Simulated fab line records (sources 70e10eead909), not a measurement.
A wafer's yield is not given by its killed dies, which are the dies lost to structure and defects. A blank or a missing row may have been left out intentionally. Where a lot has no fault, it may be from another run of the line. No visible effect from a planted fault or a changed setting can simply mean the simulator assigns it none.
fab line records ; flow nandHarc ; part 2 of 2: steps 5 to 6 of 6
record lots=18; wafers=54; lastDay=33
route steps=1302 shown P_ZERO_WELL@16 P_STI@89 P_CONTACT@235
lots that met no fault: taken from a fault-free run of the same line
startH: hours from the record's opening day to when the first of the lot's shown wafers began ; waitH: hours elapsed since this lot's preceding step ; " repeats the value in the row above ; L1.1+2: a row that stands for several wafers ; - either no value or no given start ; * or withheld: withheld ; < > ~ a bound
route shown NAME@n: NAME is a module with steps in the file, n the number in the route of the first one ; usual: average and standard deviation across the fault-free wafers ; same: alike in all rows ; chamber/n: place in a boat ; sites: each site's reading ; _std_site: their standard deviation ; _edge_site: the outer-site mean with the inner-site mean subtracted ; radiusMm: for every site, how far away it sits from the centre of the wafer ; mask NAME#n: copy n ; behind: tool/chamber where the wafer was last shaped ; hold: cause of the lot's hold/its duration in hours/its outcome ; device: the n, p or np transistor that did not switch ; end of line: tests of these same wafers at the route's end ; step lacking rows: just its recipe ; killed: count of dies lost to structure and defects at first sort (not the wafer's yield) ; map: a wafer's dies, x killed, . not, _ none there
set.NAME: setting as actually run; set.NAME@STEP: the setting as run at that earlier step ; model.NAME: the simulator's own value behind a step, which no gauge read
one table for each step of the route and one row for each wafer, over a sample of lots
services: a tool's chamber out of use, with start hour (startH, from the record's first day; less than 0 if before it), hours out, and reason
## steps
# step NHARC_P_CONTACT_DESCUM_17
# recipe timeS=3; o2FlowSccm=200; arFlowSccm=0; biasPowerW=0; chemistry=O2
# usual chamberPressureMTorr=60.00/0.055; drypumpMotorCurrentA=5.8/0.43; oesProductAu=1.001/0.0073; rfVppV=57.8/0.79; showerheadPlenumPTorr=1.90/0.066; throttleValvePct=11.312/0.0099
lot.wafer;tool;chamber;startH;waitH;chamberPressureMTorr;drypumpMotorCurrentA;oesProductAu;rfHoursCounterH;rfVppV;showerheadPlenumPTorr;throttleValvePct
L075.4;rieDiel-02;1;126.55;0.1;59.89;6.5;0.994;4.9;57.5;1.85;11.292
L075.2;rieDiel-02;2;126.55;0.1;60.07;5.1;0.997;5.0;58.7;1.88;11.292
L075.3;rieDiel-02;0;126.55;0.1;59.96;6.0;0.988;5.0;56.5;1.94;11.305
L076.2;rieDiel-02;1;137.18;0.1;59.85;6.5;1.002;5.6;56.7;1.85;11.319
L076.3;rieDiel-02;2;137.18;0.1;59.94;5.1;1.004;5.6;57.4;1.88;11.312
L076.1;rieDiel-02;3;137.18;0.1;60.00;5.8;0.994;5.5;58.5;2.03;11.299
L078.3;rieDiel-10;2;154.98;0.1;59.95;5.7;0.996;2.5;56.7;1.91;11.304
L078.2;rieDiel-10;3;154.98;0.1;59.83;5.4;0.988;2.4;57.6;1.80;11.305
L078.5;rieDiel-10;0;154.98;0.1;59.89;6.0;0.986;-;56.4;1.84;11.312
L079.2;rieDiel-02;3;167.16;0.1;60.02;5.8;0.998;6.6;58.3;2.03;11.302
L079.3;rieDiel-02;0;167.16;0.1;59.94;6.0;0.987;6.3;57.2;1.94;11.326
L079.5;rieDiel-02;2;167.16;0.1;60.00;5.1;0.999;-;57.9;1.88;11.322
L080.2;rieDiel-10;0;175.94;0.1;60.10;5.9;1.005;2.9;58.2;1.84;11.308
L080.1;rieDiel-10;3;175.94;0.1;60.02;5.4;0.999;3.0;57.1;1.80;11.301
L080.5;rieDiel-10;1;175.94;0.1;60.01;5.6;1.008;-;59.2;1.90;11.314
L082.1;rieDiel-10;0;199.62;0.1;60.01;6.0;0.998;3.5;58.0;1.84;11.313
L082.4;rieDiel-10;1;199.62;0.1;60.02;5.6;1.013;3.6;57.1;1.90;11.315
L082.6;rieDiel-10;3;199.62;0.1;59.97;5.4;0.990;-;57.3;1.80;11.316
L085.2;rieDiel-01;3;227.37;0.1;59.92;6.6;1.006;0.5;57.7;2.03;11.322
L085.5;rieDiel-01;3;227.37;0.1;60.06;6.6;1.005;-;57.9;2.03;11.305
L085.6;rieDiel-01;0;227.37;0.1;60.09;5.2;1.007;-;58.5;1.89;11.317
L086.2;rieDiel-02;1;242.01;0.1;60.00;6.5;1.000;0.3;58.6;1.85;11.322
L086.4;rieDiel-02;0;242.01;0.1;59.93;6.0;0.998;0.4;57.4;1.93;11.311
L086.5;rieDiel-02;2;242.01;0.1;60.05;5.1;1.005;-;58.2;1.88;11.314
L087.3;rieDiel-02;1;243.32;0.1;59.97;6.5;1.000;0.8;58.4;1.85;11.279
L087.4;rieDiel-02;3;243.32;0.1;60.01;5.7;1.012;0.6;57.5;2.02;11.309
L087.2;rieDiel-02;0;243.32;0.1;60.01;6.0;0.996;0.8;59.0;1.93;11.312
L089.4;rieDiel-10;3;271.91;0.1;60.01;5.4;1.012;0.2;57.6;1.80;11.293
L089.3;rieDiel-10;0;271.91;0.1;59.97;5.9;0.995;0.3;58.0;1.83;11.318
L089.1;rieDiel-10;1;271.91;0.1;59.98;5.6;1.015;0.3;58.0;1.90;11.317
L088.3;rieDiel-02;2;273.03;0.1;60.01;5.1;1.009;2.2;58.3;1.88;11.319
L088.4;rieDiel-02;3;273.03;0.1;59.94;5.7;1.014;2.4;59.1;2.02;11.302
L088.6;rieDiel-02;3;273.03;0.1;60.02;5.7;1.014;-;58.3;2.02;11.302
L091.1;rieDiel-10;2;291.52;0.1;60.10;5.6;1.011;1.1;58.6;1.91;11.319
L091.4;rieDiel-10;3;291.52;0.1;59.92;5.4;0.996;1.0;59.1;1.80;11.303
L091.3;rieDiel-10;0;291.52;0.1;60.06;5.9;0.999;0.6;57.2;1.84;11.306
L090.4;rieDiel-02;2;292.32;0.1;59.98;5.1;1.000;3.3;57.6;1.88;11.288
L090.6;rieDiel-02;3;292.32;0.1;59.97;5.8;1.010;-;58.5;2.02;11.303
L090.5;rieDiel-02;0;292.32;0.1;60.07;6.0;1.006;-;59.5;1.93;11.319
L094.2;rieDiel-10;1;319.30;0.1;60.04;5.6;1.013;1.6;56.7;1.89;11.311
L094.5;rieDiel-10;3;319.30;0.1;59.98;5.4;0.995;-;58.0;1.80;11.300
L094.6;rieDiel-10;0;319.30;0.1;60.04;5.9;1.007;-;58.6;1.83;11.304
L095.1;rieDiel-02;3;320.11;0.1;59.95;5.7;1.007;5.5;57.7;2.02;11.331
L095.4;rieDiel-02;1;320.11;0.1;59.96;6.5;1.006;5.6;57.4;1.85;11.329
L095.5;rieDiel-02;3;320.11;0.1;60.00;5.8;1.012;-;59.4;2.02;11.309
L093.1;rieDiel-01;0;325.28;0.1;60.08;5.2;1.005;2.5;57.2;1.89;11.320
L093.5;rieDiel-01;1;325.28;0.1;59.96;6.2;0.993;-;56.8;1.86;11.324
L093.6;rieDiel-01;0;325.28;0.1;60.01;5.2;1.019;-;58.1;1.89;11.287
L096.1;rieDiel-02;1;333.98;0.1;59.99;6.5;0.998;6.0;58.4;1.85;11.321
L096.5;rieDiel-02;1;333.98;0.1;60.05;6.5;1.008;-;56.9;1.85;11.308
L096.6;rieDiel-02;2;333.98;0.1;60.06;5.1;1.006;-;56.1;1.88;11.320
L097.1;rieDiel-02;1;345.96;0.1;60.00;6.5;1.012;6.9;59.4;1.85;11.308
L097.2;rieDiel-02;2;345.96;0.1;60.05;5.1;0.998;6.3;57.9;1.88;11.311
L097.6;rieDiel-02;0;345.96;0.1;59.96;6.0;1.005;-;57.5;1.93;11.306
# step NHARC_P_CONTACT_ETCH_36
# recipe targetDepthA=2600; overEtchFrac=0.25; timeS=406.25; ionEnergyEv=200; n2FlowSccm=150; h2FlowSccm=150; arFlowSccm=0; rfW=400; biasW=150; chemistry=N2/H2
# usual chamberPressureMTorr=30.001/0.027; drypumpMotorCurrentA=5.8/0.43; oesProductAu=1.001/0.0079; rfFwdPowerW=399.3/1.2; rfVppV=430.2/2.1; showerheadPlenumPTorr=2.03/0.073; throttleValvePct=14.172/0.0087
lot.wafer;tool;chamber;startH;waitH;chamberPressureMTorr;drypumpMotorCurrentA;oesProductAu;rfFwdPowerW;rfHoursCounterH;rfVppV;showerheadPlenumPTorr;throttleValvePct
L075.3;rieDiel-02;3;-;-;30.077;5.8;1.015;399.6;5.2;433.7;2.16;14.178
L075.4;rieDiel-02;1;-;-;30.037;6.5;1.003;399.4;4.9;427.4;1.97;14.178
L075.2;rieDiel-02;2;-;-;30.010;5.1;1.019;396.2;5.0;429.8;2.01;14.182
L076.3;rieDiel-02;2;-;-;30.012;5.1;1.014;398.8;5.7;429.5;2.01;14.156
L076.1;rieDiel-02;3;-;-;30.015;5.7;1.018;398.7;5.5;434.9;2.16;14.164
L076.2;rieDiel-02;1;-;-;30.006;6.5;1.008;399.2;5.7;429.5;1.97;14.172
L078.3;rieDiel-10;0;-;-;29.981;5.9;0.994;400.2;2.2;427.9;1.95;14.180
L078.2;rieDiel-10;1;-;-;30.001;5.6;1.004;400.8;2.4;430.0;2.02;14.179
L078.5;rieDiel-10;3;-;-;30.012;5.4;0.987;398.7;-;427.2;1.92;14.175
L079.3;rieDiel-02;2;-;-;30.013;5.1;0.991;398.1;6.8;429.1;2.01;14.163
L079.2;rieDiel-02;3;-;-;30.030;5.7;1.014;400.3;6.7;432.7;2.16;14.158
L079.5;rieDiel-02;1;-;-;29.992;6.5;0.996;399.4;-;428.3;1.97;14.177
L080.1;rieDiel-10;0;-;-;30.023;5.9;1.005;399.9;2.9;426.6;1.95;14.152
L080.2;rieDiel-10;2;-;-;29.977;5.7;1.004;400.6;3.0;430.6;2.04;14.179
L080.5;rieDiel-10;0;-;-;29.983;6.0;0.997;399.2;-;428.4;1.95;14.174
L082.1;rieDiel-10;3;-;-;29.978;5.4;0.983;401.1;3.6;427.9;1.92;14.171
L082.4;rieDiel-10;0;-;-;29.957;5.9;0.992;397.0;3.6;428.3;1.95;14.173
L082.6;rieDiel-10;2;-;-;30.009;5.7;0.996;401.3;-;431.0;2.04;14.166
L085.2;rieDiel-01;0;-;-;30.038;5.2;1.007;399.1;0.5;429.6;2.01;14.178
L085.6;rieDiel-01;0;-;-;30.015;5.2;1.009;398.8;-;429.7;2.01;14.169
L085.5;rieDiel-01;1;-;-;29.950;6.1;0.996;399.3;-;429.8;1.98;14.178
L086.2;rieDiel-02;2;-;-;29.978;5.1;1.007;399.4;0.4;428.1;2.00;14.180
L086.4;rieDiel-02;3;-;-;29.974;5.8;1.002;400.4;0.4;433.1;2.16;14.164
L086.5;rieDiel-02;1;-;-;29.937;6.5;1.005;397.8;-;429.4;1.97;14.163
L087.4;rieDiel-02;2;-;-;30.042;5.1;1.001;400.0;0.7;429.7;2.00;14.167
L087.3;rieDiel-02;3;-;-;29.970;5.7;1.003;396.3;0.7;433.1;2.16;14.168
L087.2;rieDiel-02;1;-;-;29.981;6.5;0.985;398.2;0.9;427.9;1.97;14.191
L089.4;rieDiel-10;2;-;-;29.982;5.7;1.002;400.4;0.4;430.5;2.04;14.176
L089.3;rieDiel-10;3;-;-;29.979;5.4;0.999;400.6;0.3;428.0;1.92;14.169
L089.1;rieDiel-10;1;-;-;29.988;5.6;1.007;398.0;0.4;429.9;2.02;14.158
L088.4;rieDiel-02;1;-;-;29.980;6.5;0.989;399.9;3.1;427.6;1.97;14.164
L088.3;rieDiel-02;0;-;-;30.023;6.0;1.003;399.1;3.2;431.1;2.06;14.168
L088.6;rieDiel-02;1;-;-;29.970;6.5;0.988;398.4;-;428.7;1.97;14.180
L091.1;rieDiel-10;2;-;-;30.007;5.7;1.009;399.8;1.1;431.2;2.04;14.168
L091.4;rieDiel-10;3;-;-;29.991;5.4;1.004;400.7;1.1;426.4;1.92;14.169
L091.3;rieDiel-10;1;-;-;29.993;5.6;1.012;399.6;1.0;429.7;2.02;14.188
L090.4;rieDiel-02;0;-;-;30.020;6.0;0.995;400.2;4.6;430.4;2.06;14.171
L090.6;rieDiel-02;2;-;-;30.015;5.1;0.997;398.4;-;430.0;2.00;14.167
L090.5;rieDiel-02;3;-;-;30.037;5.8;1.001;398.9;-;433.3;2.16;14.170
L094.2;rieDiel-10;1;-;-;30.027;5.6;1.008;397.2;1.7;429.4;2.02;14.160
L094.6;rieDiel-10;0;-;-;29.959;6.0;0.995;399.1;-;427.8;1.95;14.177
L094.5;rieDiel-10;1;-;-;29.977;5.6;1.008;399.3;-;429.9;2.02;14.182
L095.4;rieDiel-02;2;-;-;29.983;5.1;0.993;399.5;4.8;429.6;2.00;14.162
L095.1;rieDiel-02;0;-;-;29.944;6.0;1.009;398.7;6.5;431.4;2.06;14.176
L095.5;rieDiel-02;2;-;-;30.028;5.1;1.011;399.7;-;428.8;2.00;14.178
L093.1;rieDiel-01;2;-;-;30.026;5.8;0.989;398.9;2.5;430.9;2.04;14.170
L093.6;rieDiel-01;2;-;-;30.036;5.8;0.995;397.3;-;429.6;2.04;14.170
L093.5;rieDiel-01;0;-;-;30.038;5.2;0.996;397.8;-;429.8;2.01;14.167
L096.1;rieDiel-02;2;-;-;30.019;5.1;1.010;399.9;5.4;429.4;2.00;14.159
L096.5;rieDiel-02;2;-;-;30.040;5.1;1.003;400.1;-;429.5;2.00;14.173
L096.6;rieDiel-02;3;-;-;29.974;5.8;1.007;399.0;-;433.6;2.16;14.175
L097.2;rieDiel-02;2;-;-;29.971;5.1;1.004;400.3;6.4;429.7;2.00;14.173
L097.1;rieDiel-02;3;-;-;29.988;5.7;1.002;399.1;7.3;434.3;2.16;14.187
L097.6;rieDiel-02;3;-;-;30.026;5.8;1.022;399.0;-;434.5;2.16;14.182
## services
tool;chamber;startH;hours;kind
rieDiel-09;3;21.89;32.5;repair
rieDiel-13;3;29.35;12.7;repair
rieDiel-02;-;39.83;9.0;pm
rieDiel-09;2;58.80;16.0;repair
rieDiel-10;-;65.69;9.0;pm
rieDiel-09;0;68.10;1.5;repair
rieDiel-13;0;120.53;3.0;repair
rieDiel-02;3;127.34;9.4;repair
rieDiel-13;-;129.75;0.9;repair
rieDiel-02;0;134.11;9.6;repair
rieDiel-09;-;143.13;9.0;pm
rieDiel-02;-;146.96;0.5;repair
rieDiel-13;0;157.78;1.5;repair
rieDiel-13;-;165.04;9.0;pm
rieDiel-09;-;190.45;0.7;repair
rieDiel-02;1;218.28;6.1;repair
rieDiel-13;0;234.73;19.8;repair
rieDiel-13;2;261.18;6.1;repair
rieDiel-09;-;294.76;0.8;repair
rieDiel-09;3;315.17;7.7;repair
rieDiel-09;-;320.17;9.0;pm
rieDiel-02;1;323.96;3.4;repair
rieDiel-13;-;334.71;0.5;repair
rieDiel-13;-;342.05;9.0;pm
